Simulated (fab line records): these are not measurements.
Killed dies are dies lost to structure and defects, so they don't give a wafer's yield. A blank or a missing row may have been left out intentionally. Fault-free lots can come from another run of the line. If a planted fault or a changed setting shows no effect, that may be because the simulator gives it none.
Which of the tools did it? | flow nand_harc | Sampling: 12 lots, 36 wafers, 4 of 1159 route steps

WHAT THE GAUGES READ, wafer by wafer
NHARC_A_M1_INSPECT_11.
lot  | measured     | on                | raw_defect_count
L074 | day 17 23:08 | defect_inspect-01 | 33 34 41
L078 | day 18 09:29 | defect_inspect-01 | 21 22 15
L077 | day 18 14:15 | defect_inspect-01 | 17 18 19
L082 | day 19 21:21 | defect_inspect-01 | 20 23 23
L083 | day 20 02:50 | defect_inspect-01 | 20 26 23
L085 | day 20 18:12 | defect_inspect-01 | 44 43 54
L086 | day 21 00:20 | defect_inspect-02 | 15 16 23
L088 | day 21 13:26 | defect_inspect-02 | 21 38 47
L090 | day 22 05:51 | defect_inspect-01 | 37 40 28
L095 | day 23 09:38 | defect_inspect-01 | 45 40 36
L093 | day 23 18:20 | defect_inspect-02 | 31 27 30
L097 | day 23 22:53 | defect_inspect-02 | 17 20 24

WHICH TOOL RAN EACH LOT (tool, then ch and the chambers of the sampled wafers, then the start)
lot  | NHARC_A_M0_DESCUM_14               | NHARC_A_M0_PVD_20                       | NHARC_A_M0_ANNEAL_30
L074 | rie_diel-10 ch 1,3, day 17 19:04   | pvd_sputter-03, day 17 20:49 or earlier | rtp_anneal-02 ch 0, day 17 20:49
L078 | rie_diel-08 ch 0,1,2, day 18 05:17 | pvd_sputter-02, day 18 06:56 or earlier | rtp_anneal-02 ch 0, day 18 06:56
L077 | rie_diel-06 ch 1,3, day 18 10:11   | pvd_sputter-03, day 18 11:59 or earlier | rtp_anneal-01 ch 0, day 18 11:59
L082 | rie_diel-10 ch 2,3, day 19 17:16   | pvd_sputter-02, day 19 19:05 or earlier | rtp_anneal-02 ch 0, day 19 19:05
L083 | rie_diel-10 ch 0,3, day 19 21:58   | pvd_sputter-02, day 20 00:07 or earlier | rtp_anneal-01 ch 0, day 20 00:07
L085 | rie_diel-08 ch 0,1,2, day 20 14:11 | pvd_sputter-01, day 20 16:05 or earlier | rtp_anneal-01 ch 0, day 20 16:05
L086 | rie_diel-10 ch 0,1,2, day 20 19:44 | pvd_sputter-01, day 20 21:30 or earlier | rtp_anneal-02 ch 0, day 20 21:30
L088 | rie_diel-06 ch 2,3, day 21 09:26   | pvd_sputter-03, day 21 11:07 or earlier | rtp_anneal-02 ch 0, day 21 11:07
L090 | rie_diel-10 ch 1,2,3, day 22 01:52 | pvd_sputter-02, day 22 03:31 or earlier | rtp_anneal-01 ch 0, day 22 03:31
L095 | rie_diel-08 ch 0,1,2, day 23 05:37 | pvd_sputter-03, day 23 07:25 or earlier | rtp_anneal-02 ch 0, day 23 07:25
L093 | rie_diel-06 ch 0,1,2, day 23 13:34 | pvd_sputter-01, day 23 15:40 or earlier | rtp_anneal-01 ch 0, day 23 15:40
L097 | rie_diel-06 ch 0,3, day 23 18:41   | pvd_sputter-03, day 23 20:34 or earlier | rtp_anneal-02 ch 0, day 23 20:34
- NHARC_A_M0_DESCUM_14: chemistry O2, time 3 s.
- NHARC_A_M0_PVD_20: deposits TaN, target thk 5 nm, time 8.06 s.
- NHARC_A_M0_ANNEAL_30: time 90 s.

THE ANSWER, worked out from the rows above alone
Rule: what is usual is taken from the lots themselves. Put in order of their means at a reading, lots are off if they are a third of the lots or fewer, leave a main group of 4 or more, and stand apart from it by a gap of 3 or more times the standard deviation of the main group's means; of several such gaps the widest counts. A main group is skipped when, at the precision printed for the reading in the tables above, its means are all equal. A lot without any number at a reading at which 4 lots or more have one is off too. Where the step has rows for the other lots, those lots are counted as sound.
No lot is off on any of the readings shown, so nothing can be concluded from this.

WHAT HAD BEEN PUT IN BY THE SIMULATOR
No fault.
